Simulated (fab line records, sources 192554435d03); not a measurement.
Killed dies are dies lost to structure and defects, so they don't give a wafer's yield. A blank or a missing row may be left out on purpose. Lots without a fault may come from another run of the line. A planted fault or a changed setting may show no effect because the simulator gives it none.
Chamber matching | flow n5_finfet | N5_MOL_CONTACT_COAG_ETCH_59 on rie_diel-06: 4 sister chambers
The step etches underlayer in N2/H2, target depth 13 nm, time 10.4 s. 30 wafers are shown with their chamber, then 12 later ones without.

WAFERS WITH THEIR CHAMBER
wafer  | chamber | drypump_motor_current_A (A) | showerhead_plenum_p_Torr (Torr) | rf_vpp_V (V)
L074.3 | 3       | 5.5                         | 2.50                            | 522.5
L074.5 | 3       | 5.6                         | 2.50                            | 522.9
L074.6 | 0       | 6.5                         | 2.46                            | 521.2
L078.1 | 0       | 6.5                         | 2.46                            | 520.4
L078.2 | 1       | 5.5                         | 2.51                            | 522.8
L078.3 | 2       | 5.4                         | 2.61                            | 526.0
L078.4 | 0       | 6.5                         | 2.46                            | 522.3
L078.5 | 1       | 5.5                         | 2.51                            | 523.0
L078.6 | 2       | 5.4                         | 2.61                            | 526.9
L082.1 | 3       | 5.5                         | 2.50                            | 521.9
L082.3 | 0       | 6.5                         | 2.46                            | 521.9
L082.4 | 2       | 5.3                         | 2.60                            | 526.3
L085.2 | 3       | 5.5                         | 2.49                            | 522.5
L085.3 | 2       | 5.3                         | 2.60                            | 527.1
L085.4 | 1       | 5.5                         | 2.50                            | 523.6
L086.1 | 1       | 5.5                         | 2.50                            | 522.8
L086.2 | 0       | 6.5                         | 2.45                            | 519.6
L086.3 | 3       | 5.5                         | 2.49                            | 523.1
L086.4 | 0       | 6.5                         | 2.45                            | 522.0
L086.5 | 1       | 5.5                         | 2.50                            | 522.4
L086.6 | 3       | 5.5                         | 2.49                            | 522.7
L088.1 | 1       | 5.5                         | 2.50                            | 521.2
L088.2 | 0       | 6.5                         | 2.45                            | 521.7
L088.3 | 3       | 5.6                         | 2.49                            | 523.5
L088.4 | 0       | 6.5                         | 2.45                            | 521.8
L088.5 | 1       | 5.4                         | 2.50                            | 521.8
L088.6 | 3       | 5.6                         | 2.49                            | 524.0
L091.1 | 0       | 6.5                         | 2.45                            | 520.5
L091.2 | 1       | 5.5                         | 2.50                            | 521.0
L091.3 | 3       | 5.5                         | 2.49                            | 522.9

SIGNATURES (means of the wafers above)
reading                  | chamber 0 | chamber 1 | chamber 2 | chamber 3 | scatter within a chamber
drypump_motor_current_A  | 6.500     | 5.487     | 5.350     | 5.533     | 0.0386
showerhead_plenum_p_Torr | 2.4544    | 2.5025    | 2.6050    | 2.4933    | 0.00508
rf_vpp_V                 | 521.267   | 522.325   | 526.575   | 522.889   | 0.789
Rule: a wafer's distance from a chamber is the root of the sum, over the readings, of the square of ((its reading less the chamber's mean) divided by the reading's scatter). The wafer belongs to the nearest chamber; if the next one is less than 2 further off, it can't be placed. The scatter: the root of (the sum of the squares of (reading less its chamber's mean) over the shown wafers, divided by (wafers less chambers)).

WAFERS WITHOUT THEIR CHAMBER
wafer  | drypump_motor_current_A (A) | showerhead_plenum_p_Torr (Torr) | rf_vpp_V (V)
L092.1 | 5.5                         | 2.50                            | 521.5
L092.4 | 5.3                         | 2.60                            | 526.4
L092.6 | 6.5                         | 2.45                            | 520.2
L094.1 | 5.5                         | 2.50                            | 522.7
L094.5 | 5.5                         | 2.48                            | 521.4
L094.6 | 5.4                         | 2.60                            | 525.2
L096.1 | 5.5                         | 2.48                            | 522.3
L096.2 | 5.4                         | 2.59                            | 525.0
L096.4 | 5.4                         | 2.49                            | 521.7
L097.2 | 5.5                         | 2.48                            | 522.6
L097.3 | 5.3                         | 2.59                            | 525.5
L097.5 | 6.5                         | 2.45                            | 522.6

WHICH CHAMBER EACH WENT THROUGH
wafer  | from the rows above     | in truth
L092.1 | can't be placed: 1 or 3 | 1
L092.4 | 2                       | 2
L092.6 | 0                       | 0
L094.1 | can't be placed: 1 or 3 | 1
L094.5 | can't be placed: 3 or 1 | 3
L094.6 | 2                       | 2
L096.1 | can't be placed: 3 or 1 | 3
L096.2 | 2                       | 2
L096.4 | can't be placed: 1 or 3 | 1
L097.2 | can't be placed: 3 or 1 | 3
L097.3 | 2                       | 2
L097.5 | 0                       | 0
Placed correctly: 6 of 12. Can't be placed from these rows: 6 (the true chamber is among the candidates in 6). Placed wrongly: 0.
